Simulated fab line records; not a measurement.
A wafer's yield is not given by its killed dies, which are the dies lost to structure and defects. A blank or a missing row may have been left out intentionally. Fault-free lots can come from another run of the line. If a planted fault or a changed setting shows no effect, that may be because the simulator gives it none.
fab line records	flow n5Finfet
record: lots: 24	wafers: 72	lastDay: 18
route steps=1938 shown BEOL_M13@1698 BEOL_M14@1728
lots that met no fault: from a run of the same line without faults
startH: the number of hours between the record's first day and the start of the first shown wafer of the lot	waitH: hours since the lot's step before	" same as the row above	L1.1+2: a row that stands for several wafers	- no value, or no start given	* or withheld: withheld	< > ~ a bound
route shown NAME@n: NAME is a module with steps in the file, n the number in the route of the first one	usual: mean/standard deviation of fault-free wafers	same: alike in all rows	chamber/n: place in a boat	sites: each site's reading	_std_site: standard deviation across them	_edge_site: outer sites' mean less inner sites'	radiusMm: how far each site lies from the wafer's centre	mask NAME#n: copy n	behind: the tool/chamber that last shaped the wafer	hold: what put the lot on hold/how long, in hours/how the hold closed	device: the n, p or np transistor that did not switch	end of line: tests run on the same wafers once the route is complete	a step given without rows: its recipe and nothing more	killed: the dies lost at the first sort to structure and to defects; this is not the yield of the wafer	map: shows each die of a wafer: x if killed, . if not, _ if none is there
set.NAME: the run value of the setting; set.NAME@STEP: its run value at that earlier step	model.NAME: the simulator's own value behind a step, which no gauge read
one table for each step of the route and one row for each wafer, over a sample of lots
services: when a tool's chamber went out of use (startH, in hours from the record's first day, below 0 if earlier), for how many hours, and the reason
== steps ==
step: N5_BEOL_M13_OCD_MEAS_35
usual: trenchDepthNm: 414/6.8
lot.wafer	tool	chamber	startH	waitH	trenchDepthNm
L075.2	ocd-02	-	258.79	0.0	423
L075.3	"	-	"	"	409
L075.5	"	-	"	"	410
L074.3	ocd-02	-	267.59	0.0	424
L074.4	"	-	"	"	420
L074.5	"	-	"	"	412
L076.1	ocd-02	-	268.06	0.0	409
L076.2	"	-	"	"	421
L076.4	"	-	"	"	409
L077.4	ocd-01	-	268.50	0.0	422
L077.5	"	-	"	"	406
L077.6	"	-	"	"	416
L078.2	ocd-01	-	283.86	0.0	401
L078.3	"	-	"	"	422
L078.6	"	-	"	"	403
L079.2	ocd-02	-	284.44	0.0	423
L079.3	"	-	"	"	412
L079.4	"	-	"	"	420
L082.1	ocd-01	-	297.39	0.0	411
L082.2	"	-	"	"	418
L082.6	"	-	"	"	410
L080.2	ocd-02	-	300.93	0.0	421
L080.4	"	-	"	"	412
L080.5	"	-	"	"	407
L081.2	ocd-01	-	301.79	0.0	425
L081.5	"	-	"	"	428
L081.6	"	-	"	"	409
L083.4	ocd-01	-	315.50	0.0	416
L083.5	"	-	"	"	416
L083.6	"	-	"	"	403
L086.1	ocd-02	-	323.84	0.0	415
L086.4	"	-	"	"	407
L086.6	"	-	"	"	411
L085.1	ocd-02	-	329.10	0.0	411
L085.4	"	-	"	"	420
L085.5	"	-	"	"	410
L084.2	ocd-02	-	329.81	0.0	409
L084.4	"	-	"	"	414
L084.6	"	-	"	"	414
L089.4	ocd-02	-	337.44	0.0	426
L089.5	"	-	"	"	408
L089.6	"	-	"	"	417
L087.1	ocd-01	-	338.44	0.0	412
L087.2	"	-	"	"	406
L087.3	"	-	"	"	410
L088.1	ocd-02	-	341.77	0.0	404
L088.3	"	-	"	"	424
L088.4	"	-	"	"	411
L091.1	ocd-02	-	342.38	0.0	425
L091.3	"	-	"	"	405
L091.6	"	-	"	"	406
L090.1	ocd-02	-	344.58	0.0	406
L090.2	"	-	"	"	413
L090.3	"	-	"	"	409
L092.1	ocd-02	-	348.88	0.0	414
L092.4	"	-	"	"	417
L092.5	"	-	"	"	416
L093.1	ocd-02	-	350.42	0.0	417
L093.4	"	-	"	"	403
L093.6	"	-	"	"	405
L094.2	ocd-02	-	376.47	0.0	415
L094.3	"	-	"	"	407
L094.6	"	-	"	"	417
L095.2	ocd-02	-	383.21	0.0	407
L095.4	"	-	"	"	416
L095.5	"	-	"	"	420
L097.2	ocd-02	-	387.52	0.0	419
L097.3	"	-	"	"	409
L097.5	"	-	"	"	421
L096.3	ocd-01	-	393.60	0.0	398
L096.4	"	-	"	"	409
L096.6	"	-	"	"	415
step: N5_BEOL_M13_INSPECT_55
recipe: inspectInstrument: darkfield	mode: postDep
usual: rawDefectCount: 73/23
lot.wafer	tool	chamber	startH	waitH	rawDefectCount
L075.2	defectInspect-01	-	264.90	0.0	84
L075.3	"	-	"	"	94
L075.5	"	-	"	"	77
L074.3	defectInspect-01	-	276.34	0.0	55
L074.4	"	-	"	"	86
L074.5	"	-	"	"	133
L076.1	defectInspect-01	-	276.79	0.0	57
L076.2	"	-	"	"	51
L076.4	"	-	"	"	57
L077.4	defectInspect-02	-	276.79	0.0	139
L077.5	"	-	"	"	74
L077.6	"	-	"	"	62
L078.2	defectInspect-02	-	287.59	0.0	31
L078.3	"	-	"	"	65
L078.6	"	-	"	"	46
L079.2	defectInspect-02	-	291.52	0.0	85
L079.3	"	-	"	"	90
L079.4	"	-	"	"	80
L082.1	defectInspect-02	-	299.84	0.0	78
L082.2	"	-	"	"	57
L082.6	"	-	"	"	38
L080.2	defectInspect-02	-	303.35	0.0	77
L080.4	"	-	"	"	49
L080.5	"	-	"	"	60
L081.2	defectInspect-02	-	303.89	0.0	130
L081.5	"	-	"	"	101
L081.6	"	-	"	"	112
L083.4	defectInspect-02	-	320.31	0.0	55
L083.5	"	-	"	"	120
L083.6	"	-	"	"	77
L086.1	defectInspect-01	-	328.95	0.0	69
L086.4	"	-	"	"	42
L086.6	"	-	"	"	44
L085.1	defectInspect-01	-	332.50	0.0	102
L085.4	"	-	"	"	63
L085.5	"	-	"	"	97
L084.2	defectInspect-02	-	334.95	0.0	65
L084.4	"	-	"	"	46
L084.6	"	-	"	"	69
L089.4	defectInspect-01	-	340.08	0.0	32
L089.5	"	-	"	"	51
L089.6	"	-	"	"	74
L087.1	defectInspect-01	-	342.80	0.0	70
L087.2	"	-	"	"	73
L087.3	"	-	"	"	86
L088.1	defectInspect-02	-	343.46	0.0	92
L088.3	"	-	"	"	74
L088.4	"	-	"	"	72
L091.1	defectInspect-02	-	346.01	0.0	63
L091.3	"	-	"	"	92
L091.6	"	-	"	"	76
L090.1	defectInspect-02	-	348.09	0.0	69
L090.2	"	-	"	"	57
L090.3	"	-	"	"	64
L092.1	defectInspect-02	-	357.98	0.0	94
L092.4	"	-	"	"	108
L092.5	"	-	"	"	72
L093.1	defectInspect-01	-	360.55	0.0	97
L093.4	"	-	"	"	90
L093.6	"	-	"	"	108
L094.2	defectInspect-02	-	379.35	0.0	64
L094.3	"	-	"	"	48
L094.6	"	-	"	"	55
L095.2	defectInspect-01	-	385.31	0.0	71
L095.4	"	-	"	"	60
L095.5	"	-	"	"	53
L097.2	defectInspect-02	-	390.70	0.0	45
L097.3	"	-	"	"	31
L097.5	"	-	"	"	42
L096.3	defectInspect-02	-	398.41	0.0	76
L096.4	"	-	"	"	116
L096.6	"	-	"	"	103
step: N5_BEOL_M14_INSPECT_12
recipe: mode: adi	inspectInstrument: macro
usual: rawDefectCount: 2.2/1.4
lot.wafer	tool	chamber	startH	waitH	rawDefectCount
L075.2	defectInspect-01	-	265.49	0.0	2
L075.3	"	-	"	"	1
L075.5	"	-	"	"	2
L074.3	defectInspect-01	-	277.05	0.0	0
L074.4	"	-	"	"	2
L074.5	"	-	"	"	2
L076.1	defectInspect-01	-	277.50	0.0	2
L076.2	"	-	"	"	2
L076.4	"	-	"	"	6
L077.4	defectInspect-01	-	277.67	0.0	3
L077.5	"	-	"	"	0
L077.6	"	-	"	"	1
L078.2	defectInspect-01	-	288.31	0.0	4
L078.3	"	-	"	"	3
L078.6	"	-	"	"	1
L079.2	defectInspect-01	-	292.11	0.0	0
L079.3	"	-	"	"	0
L079.4	"	-	"	"	3
L082.1	defectInspect-01	-	300.55	0.0	2
L082.2	"	-	"	"	1
L082.6	"	-	"	"	1
L080.2	defectInspect-02	-	304.06	0.0	3
L080.4	"	-	"	"	3
L080.5	"	-	"	"	0
L081.2	defectInspect-02	-	304.61	0.0	1
L081.5	"	-	"	"	3
L081.6	"	-	"	"	2
L083.4	defectInspect-02	-	320.98	0.0	2
L083.5	"	-	"	"	2
L083.6	"	-	"	"	2
L086.1	defectInspect-02	-	329.54	0.0	3
L086.4	"	-	"	"	2
L086.6	"	-	"	"	2
L085.1	defectInspect-02	-	333.21	0.0	0
L085.4	"	-	"	"	5
L085.5	"	-	"	"	2
L084.2	defectInspect-01	-	335.66	0.0	2
L084.4	"	-	"	"	3
L084.6	"	-	"	"	3
L089.4	defectInspect-01	-	340.79	0.0	4
L089.5	"	-	"	"	0
L089.6	"	-	"	"	3
L087.1	defectInspect-01	-	343.39	0.0	1
L087.2	"	-	"	"	2
L087.3	"	-	"	"	3
L088.1	defectInspect-01	-	344.18	0.0	3
L088.3	"	-	"	"	5
L088.4	"	-	"	"	0
L091.1	defectInspect-01	-	346.61	0.0	2
L091.3	"	-	"	"	0
L091.6	"	-	"	"	1
L090.1	defectInspect-02	-	348.80	0.0	6
L090.2	"	-	"	"	1
L090.3	"	-	"	"	1
L092.1	defectInspect-01	-	358.57	0.0	2
L092.4	"	-	"	"	2
L092.5	"	-	"	"	0
L093.1	defectInspect-01	-	361.14	0.0	0
L093.4	"	-	"	"	3
L093.6	"	-	"	"	1
L094.2	defectInspect-02	-	380.07	0.0	2
L094.3	"	-	"	"	4
L094.6	"	-	"	"	2
L095.2	defectInspect-01	-	386.02	0.0	2
L095.4	"	-	"	"	2
L095.5	"	-	"	"	4
L097.2	defectInspect-01	-	391.41	0.0	2
L097.3	"	-	"	"	3
L097.5	"	-	"	"	4
L096.3	defectInspect-02	-	399.08	0.0	4
L096.4	"	-	"	"	2
L096.6	"	-	"	"	1
step: N5_BEOL_M14_STRIP_63
recipe: chemistry: O2	powerW: 600	tempC: 60	pressureMtorr: 30	rfFrequencyHz: 6e+07	biasPowerW: 0	overashFraction: 0.3	o2FlowSccm: 225
usual: drypumpMotorCurrentA: 5.6/0.43	oesProductAu: 0.82/0.062	rfVppV: 3.7/0.9	showerheadPlenumPTorr: 2.12/0.047	throttleValvePct: 16.66/0.15
lot.wafer	tool	chamber	startH	waitH	drypumpMotorCurrentA	oesProductAu	rfHoursCounterH	rfVppV	showerheadPlenumPTorr	throttleValvePct
L075.2	rieDiel-01	2	-	-	4.9	0.87	58	5.0	2.15	16.54
L075.3	"	0	"	"	5.5	0.81	94	4.3	2.14	16.68
L075.5	"	0	"	"	5.4	0.82	-	2.9	2.14	16.71
L074.3	rieDiel-05	3	-	-	6.2	0.90	21	3.3	2.13	16.44
L074.4	"	2	"	"	5.8	0.82	80	4.0	2.04	16.87
L074.5	"	3	"	"	6.3	0.89	-	3.9	2.13	16.45
L076.1	rieDiel-01	0	-	-	5.4	0.81	99	2.4	2.14	16.66
L076.2	"	2	"	"	4.9	0.85	63	2.4	2.15	16.57
L076.4	"	0	"	"	5.4	0.81	-	3.6	2.14	16.69
L077.4	rieDiel-05	2	-	-	5.8	0.82	80	4.2	2.04	16.85
L077.5	"	0	"	"	5.7	0.77	-	2.9	2.11	16.40
L077.6	"	3	"	"	6.2	0.90	-	3.7	2.13	16.45
L078.2	rieDiel-06	0	-	-	5.3	0.72	199	3.5	2.08	16.95
L078.3	"	2	"	"	5.3	0.82	91	2.4	2.21	16.56
L078.6	"	2	"	"	5.3	0.80	-	5.5	2.21	16.54
L079.2	rieDiel-01	0	-	-	5.4	0.80	106	5.0	2.13	16.71
L079.3	"	3	"	"	5.6	0.98	1	3.8	2.16	16.54
L079.4	"	1	"	"	6.1	0.78	123	3.4	2.11	16.73
L082.1	rieDiel-01	0	-	-	5.4	0.79	109	4.4	2.13	16.69
L082.2	"	3	"	"	5.6	0.96	4	2.2	2.16	16.56
L082.6	"	0	"	"	5.4	0.80	-	3.8	2.13	16.71
L080.2	rieDiel-05	3	-	-	6.3	0.87	30	2.5	2.12	16.48
L080.4	"	2	"	"	5.8	0.84	89	3.9	2.04	16.86
L080.5	"	3	"	"	6.3	0.87	-	4.3	2.12	16.43
L081.2	rieDiel-06	2	-	-	5.2	0.80	100	2.7	2.20	16.56
L081.5	"	2	"	"	5.3	0.79	-	4.7	2.20	16.54
L081.6	"	3	"	"	5.1	0.87	-	4.7	2.15	16.63
L083.4	rieDiel-05	2	-	-	5.8	0.81	96	3.8	2.04	16.87
L083.5	"	3	"	"	6.3	0.87	-	3.9	2.12	16.49
L083.6	"	0	"	"	5.7	0.74	-	3.7	2.11	16.42
L086.1	rieDiel-06	2	-	-	5.3	0.79	109	5.3	2.20	16.58
L086.4	"	0	"	"	5.3	0.71	213	6.1	2.08	16.95
L086.6	"	3	"	"	5.1	0.89	-	3.2	2.15	16.65
L085.1	rieDiel-01	0	-	-	5.4	0.79	120	3.5	2.13	16.70
L085.4	"	3	"	"	5.6	0.92	17	5.1	2.15	16.59
L085.5	"	3	"	"	5.6	0.91	-	2.6	2.15	16.60
L084.2	rieDiel-06	2	-	-	5.2	0.80	111	4.0	2.20	16.59
L084.4	"	0	"	"	5.3	0.71	216	2.8	2.08	16.95
L084.6	"	1	"	"	6.2	0.95	-	4.4	2.22	16.32
L089.4	rieDiel-01	1	-	-	6.1	0.78	142	3.7	2.10	16.80
L089.5	"	1	"	"	6.1	0.79	-	3.4	2.10	16.81
L089.6	"	2	"	"	4.9	0.81	-	3.4	2.14	16.63
L087.1	rieDiel-01	2	-	-	4.9	0.84	91	3.8	2.14	16.61
L087.2	"	0	"	"	5.4	0.78	125	3.0	2.13	16.72
L087.3	"	1	"	"	6.1	0.77	143	5.0	2.10	16.79
L088.1	rieDiel-01	2	-	-	4.9	0.83	91	3.3	2.14	16.65
L088.3	"	0	"	"	5.4	0.79	125	3.9	2.13	16.72
L088.4	"	1	"	"	6.1	0.78	143	4.5	2.10	16.79
L091.1	rieDiel-06	2	-	-	5.3	0.79	116	3.9	2.20	16.58
L091.3	"	3	"	"	5.1	0.84	52	5.3	2.15	16.66
L091.6	"	3	"	"	5.1	0.84	-	4.9	2.15	16.66
L090.1	rieDiel-01	0	-	-	5.4	0.77	127	3.1	2.13	16.77
L090.2	"	1	"	"	6.1	0.78	145	3.4	2.10	16.79
L090.3	"	2	"	"	4.9	0.82	93	4.2	2.14	16.62
L092.1	rieDiel-05	2	-	-	5.8	0.78	109	2.6	2.03	16.92
L092.4	"	2	"	"	5.8	0.79	-	3.4	2.03	16.95
L092.5	"	3	"	"	6.3	0.84	-	3.5	2.12	16.49
L093.1	rieDiel-01	3	-	-	5.6	0.90	28	4.1	2.15	16.63
L093.4	"	1	"	"	6.1	0.77	148	3.0	2.10	16.79
L093.6	"	2	"	"	4.9	0.82	-	2.5	2.14	16.66
L094.2	rieDiel-01	2	-	-	4.9	0.82	105	3.3	2.14	16.67
L094.3	"	3	"	"	5.6	0.88	35	4.8	2.15	16.63
L094.6	"	3	"	"	5.6	0.88	-	4.5	2.14	16.65
L095.2	rieDiel-01	2	-	-	4.9	0.81	107	4.7	2.13	16.64
L095.4	"	1	"	"	6.1	0.77	157	2.9	2.10	16.83
L095.5	"	3	"	"	5.6	0.87	-	3.6	2.14	16.65
L097.2	rieDiel-05	0	-	-	5.8	0.73	161	3.6	2.10	16.46
L097.3	"	1	"	"	5.8	0.80	112	2.7	2.01	16.82
L097.5	"	3	"	"	6.3	0.83	-	3.7	2.11	16.56
L096.3	rieDiel-06	1	-	-	6.2	0.90	31	2.2	2.21	16.34
L096.4	"	0	"	"	5.3	0.70	236	3.6	2.07	16.97
L096.6	"	3	"	"	5.1	0.82	-	4.7	2.14	16.70
step: N5_BEOL_M14_CD_MEAS_28
recipe: targetCdNm: 284.4	landingEnergyEv: 500	detector: seInlens
usual: cdNm: 285.1/1.8
lot.wafer	tool	chamber	startH	waitH	cdNm
L075.2	cdSem-02	0	266.41	-	287.6
L075.3	"	0	"	"	285.2
L075.5	"	0	"	"	284.5
L074.3	cdSem-03	0	278.13	-	286.9
L074.4	"	0	"	"	287.8
L074.5	"	0	"	"	283.8
L076.1	cdSem-02	0	278.42	-	283.3
L076.2	"	0	"	"	285.7
L076.4	"	0	"	"	282.9
L077.4	cdSem-02	0	278.61	-	290.1
L077.5	"	0	"	"	287.7
L077.6	"	0	"	"	289.5
L078.2	cdSem-01	0	289.78	-	284.3
L078.3	"	0	"	"	285.2
L078.6	"	0	"	"	284.6
L079.2	cdSem-03	0	292.99	-	283.5
L079.3	"	0	"	"	284.5
L079.4	"	0	"	"	284.0
L082.1	cdSem-01	0	301.35	-	286.5
L082.2	"	0	"	"	284.8
L082.6	"	0	"	"	283.6
L080.2	cdSem-03	0	304.99	-	286.9
L080.4	"	0	"	"	283.5
L080.5	"	0	"	"	284.0
L081.2	cdSem-01	0	305.58	-	282.5
L081.5	"	0	"	"	285.1
L081.6	"	0	"	"	284.2
L083.4	cdSem-03	0	321.77	-	283.0
L083.5	"	0	"	"	283.5
L083.6	"	0	"	"	280.6
L086.1	cdSem-03	0	330.33	-	285.6
L086.4	"	0	"	"	285.6
L086.6	"	0	"	"	288.8
L085.1	cdSem-02	0	334.01	-	284.4
L085.4	"	0	"	"	287.2
L085.5	"	0	"	"	288.5
L084.2	cdSem-02	0	336.46	-	282.1
L084.4	"	0	"	"	282.8
L084.6	"	0	"	"	282.8
L089.4	cdSem-01	0	341.59	-	285.0
L089.5	"	0	"	"	283.3
L089.6	"	0	"	"	282.9
L087.1	cdSem-02	0	344.19	-	284.6
L087.2	"	0	"	"	283.9
L087.3	"	0	"	"	283.6
L088.1	cdSem-03	0	345.10	-	284.3
L088.3	"	0	"	"	284.0
L088.4	"	0	"	"	282.6
L091.1	cdSem-01	0	347.53	-	289.1
L091.3	"	0	"	"	288.3
L091.6	"	0	"	"	286.8
L090.1	cdSem-02	0	349.88	-	284.3
L090.2	"	0	"	"	285.4
L090.3	"	0	"	"	284.2
L092.1	cdSem-03	0	359.52	-	285.1
L092.4	"	0	"	"	284.9
L092.5	"	0	"	"	285.5
L093.1	cdSem-01	0	362.06	-	286.4
L093.4	"	0	"	"	285.7
L093.6	"	0	"	"	285.6
L094.2	cdSem-01	0	381.00	-	283.0
L094.3	"	0	"	"	284.5
L094.6	"	0	"	"	284.5
L095.2	cdSem-02	0	386.98	-	285.0
L095.4	"	0	"	"	285.0
L095.5	"	0	"	"	285.3
L097.2	cdSem-01	0	392.20	-	282.5
L097.3	"	0	"	"	284.8
L097.5	"	0	"	"	285.1
L096.3	cdSem-02	0	400.00	-	283.5
L096.4	"	0	"	"	284.0
L096.6	"	0	"	"	285.0
step: N5_BEOL_M14_DEGAS_41
recipe: ambient: vacuum	tempC: 300	timeS: 60
usual: heaterPowerW: 442/31
same: timeS: 60
lot.wafer	tool	chamber	startH	waitH	heaterPowerW
L075.2	pvdSputter-02	-	267.80	0.2	428
L075.3	"	-	"	"	398
L075.5	"	-	"	"	401
L074.3	pvdSputter-01	-	281.07	0.1	466
L074.4	"	-	"	"	469
L074.5	"	-	"	"	412
L076.1	pvdSputter-02	-	282.50	0.5	489
L076.2	"	-	"	"	394
L076.4	"	-	"	"	416
L077.4	pvdSputter-01	-	282.57	0.2	467
L077.5	"	-	"	"	422
L077.6	"	-	"	"	414
L078.2	pvdSputter-02	-	294.53	0.4	395
L078.3	"	-	"	"	430
L078.6	"	-	"	"	387
L079.2	pvdSputter-02	-	294.93	0.7	416
L079.3	"	-	"	"	387
L079.4	"	-	"	"	483
L082.1	pvdSputter-01	-	303.00	0.2	434
L082.2	"	-	"	"	416
L082.6	"	-	"	"	415
L080.2	pvdSputter-01	-	306.12	0.0	469
L080.4	"	-	"	"	417
L080.5	"	-	"	"	479
L081.2	pvdSputter-03	-	310.12	0.4	411
L081.5	"	-	"	"	396
L081.6	"	-	"	"	451
L083.4	pvdSputter-01	-	325.22	0.4	436
L083.5	"	-	"	"	480
L083.6	"	-	"	"	466
L086.1	pvdSputter-03	-	338.78	0.4	413
L086.4	"	-	"	"	469
L086.6	"	-	"	"	439
L085.1	pvdSputter-03	-	339.22	0.8	443
L085.4	"	-	"	"	465
L085.5	"	-	"	"	413
L084.2	pvdSputter-01	-	340.41	0.2	421
L084.4	"	-	"	"	478
L084.6	"	-	"	"	433
L089.4	pvdSputter-02	-	342.67	0.0	392
L089.5	"	-	"	"	430
L089.6	"	-	"	"	400
L087.1	pvdSputter-02	-	349.41	0.5	484
L087.2	"	-	"	"	410
L087.3	"	-	"	"	415
L088.1	pvdSputter-02	-	355.63	0.5	389
L088.3	"	-	"	"	428
L088.4	"	-	"	"	483
L091.1	pvdSputter-01	-	356.73	0.7	418
L091.3	"	-	"	"	476
L091.6	"	-	"	"	475
L090.1	pvdSputter-01	-	359.71	0.4	411
L090.2	"	-	"	"	480
L090.3	"	-	"	"	424
L092.1	pvdSputter-03	-	363.48	0.2	401
L092.4	"	-	"	"	465
L092.5	"	-	"	"	472
L093.1	pvdSputter-01	-	365.27	1.9	430
L093.4	"	-	"	"	481
L093.6	"	-	"	"	424
L094.2	pvdSputter-03	-	383.74	0.5	467
L094.3	"	-	"	"	455
L094.6	"	-	"	"	400
L095.2	pvdSputter-03	-	393.94	0.2	403
L095.4	"	-	"	"	452
L095.5	"	-	"	"	441
L097.2	pvdSputter-02	-	394.11	0.2	404
L097.3	"	-	"	"	396
L097.5	"	-	"	"	415
L096.3	pvdSputter-01	-	401.44	0.2	470
L096.4	"	-	"	"	423
L096.6	"	-	"	"	484
== services ==
tool	chamber	startH	hours	kind
rieDiel-01	3	263.49	2.6	repair
rieDiel-01	3	266.36	-	clean
rieDiel-01	3	266.36	-	consumableReplace:focusRing
rieDiel-01	3	266.36	24.7	scheduledDown
rieDiel-01	3	266.36	24.7	ventCycle
rieDiel-06	1	287.58	-	clean
rieDiel-06	1	287.58	-	consumableReplace:focusRing
rieDiel-06	1	287.58	-	consumableReplace:showerhead
rieDiel-06	1	287.58	19.8	scheduledDown
rieDiel-06	1	287.58	19.8	ventCycle
rieDiel-05	-	290.15	2.6	repair
rieDiel-06	0	300.58	5.8	repair
rieDiel-06	-	348.84	2.8	pm
rieDiel-05	0	350.53	25.4	repair
== key ==
fault none
